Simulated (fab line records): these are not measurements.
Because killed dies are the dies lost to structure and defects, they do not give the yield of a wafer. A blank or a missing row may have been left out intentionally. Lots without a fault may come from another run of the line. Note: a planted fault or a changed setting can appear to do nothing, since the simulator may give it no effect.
Problem report, 8D (eight disciplines) form, completed by code ; flow n5_finfet ; the parts of the form that need people (team, actions taken, sign-off) are left out

1. THE ISSUE
Wafers free of any fault read 0.0 nm (standard deviation 0.65) for V3_OVL at N5_BEOL_M4_OVL_MEAS_29, against a mean of 11.6 nm on 6 wafers of 2 lots. Measured from the usual mean, that is +18 standard deviations.
Earliest sighting: wafer L908.2 on overlay-02 at day 12 06:11. The record holds 27 wafers of 9 lots with a number at this step. By rule, "out" or "out of limits" means more than 4 standard deviations away from the usual mean. Any other wafer with a number is counted as sound.

2. WHAT THIS IS AND IS NOT
question;is;is not
which readings at this step;V3_OVL;-
which lots;L908, L913;L896, L897, L898, L901, L903, L904, L910
which wafers of those lots;all that have a number;-
read on which gauges;overlay-02;overlay-01
when;from day 12 06:11;up to then (21 sound wafers)

3. SUSPECTS, AND WHAT RULES EACH OUT
Counting: a tool at any process step up to the reading remains a suspect when it ran all the lots that are out and ran no sound lot after the first of those.
- the gauge at N5_BEOL_M4_OVL_MEAS_29: ruled out. All the wafers that are out were read on overlay-02, but those of them that N5_PASSIVATION_PROBE_49 has rows for are out there too, on other tools.
- rie_diel-05 at N5_BEOL_M4_ETCH_63 (etches SiARC in CF4, target depth 15.6 nm, time 26 s): kept. It ran every lot that is out, first L908 (day 12 05:19), and no sound lot after that.
- euv_scanner-02 at N5_BEOL_M4_EXPOSE_25 (exposes mask V3, defocus 5 nm): kept. Every lot that is out went through it, starting with L908 (day 12 06:00), and after that it ran no sound lot; the last sound lot it ran before then is L904 (day 10 18:40).
Left after counting: rie_diel-05 at N5_BEOL_M4_ETCH_63, euv_scanner-02 at N5_BEOL_M4_EXPOSE_25.

4. THE CAUSE (what the simulator had put in)
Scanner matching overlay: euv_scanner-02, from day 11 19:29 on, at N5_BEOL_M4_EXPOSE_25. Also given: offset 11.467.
Of the 2 suspects that counting leaves, this tool is one.

5. SEQUENCE OF EFFECTS, ordered by route
One row per reading whose mean, taken over the struck wafers that have a number, lies over 3 standard deviations from the usual. Readings are gone through only where the record gives a usual standard deviation; hours: the median, over the lots, of the time from a lot's start at the first step in this table giving one to that lot's start at this step; sigmas: the change measured in usual standard deviations.
hours;step;reading;usual;on struck wafers;change;sigmas
0;N5_BEOL_M4_OVL_MEAS_29;V3_OVL;0.0 nm;11.6;+11.6;+18
114;N5_PASSIVATION_PROBE_49;defect_limited_yield;91.5 %;19.0;-72.5;-56
114;N5_PASSIVATION_PROBE_49;killed_at_M4_up;14;865;+851;+99 or more
114;N5_PASSIVATION_PROBE_49;killed_dies;101;956;+855;+53
114;N5_PASSIVATION_PROBE_49;killed_on_rim;13;124;+110;+32
114;N5_PASSIVATION_PROBE_49;sort_bin_5_function;5.0 %;41.0;+36.0;+42
114;N5_PASSIVATION_PROBE_49;sort_n_pass;1079;224;-855;-53
114;N5_PASSIVATION_PROBE_49;sort_yield_pct;91.5 %;19.0;-72.5;-56
Here are the process steps it includes:
- N5_PASSIVATION_PROBE_49
Later steps that measure or inspect, where all struck wafers having a row at the step show a number for every such reading and not one has moved that far: N5_BEOL_M4_INSPECT_30, N5_BEOL_M4_RC_MEAS_101.

6. WHAT WOULD HAVE CAUGHT IT SOONER
11 hours passed between the start of the fault at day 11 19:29 and the first reading out of limits at a measuring or inspecting step in this record, taken at day 12 06:11.
Of the tool readings at N5_BEOL_M4_EXPOSE_25 for which the record gives a usual standard deviation, none was out on any struck wafer, so an alarm limit of 4 standard deviations on them would not have fired.
Lots out: 2; of these, L913 started N5_BEOL_M4_EXPOSE_25 on euv_scanner-02 after day 12 06:11. A hold on the tool at that time would have spared it.
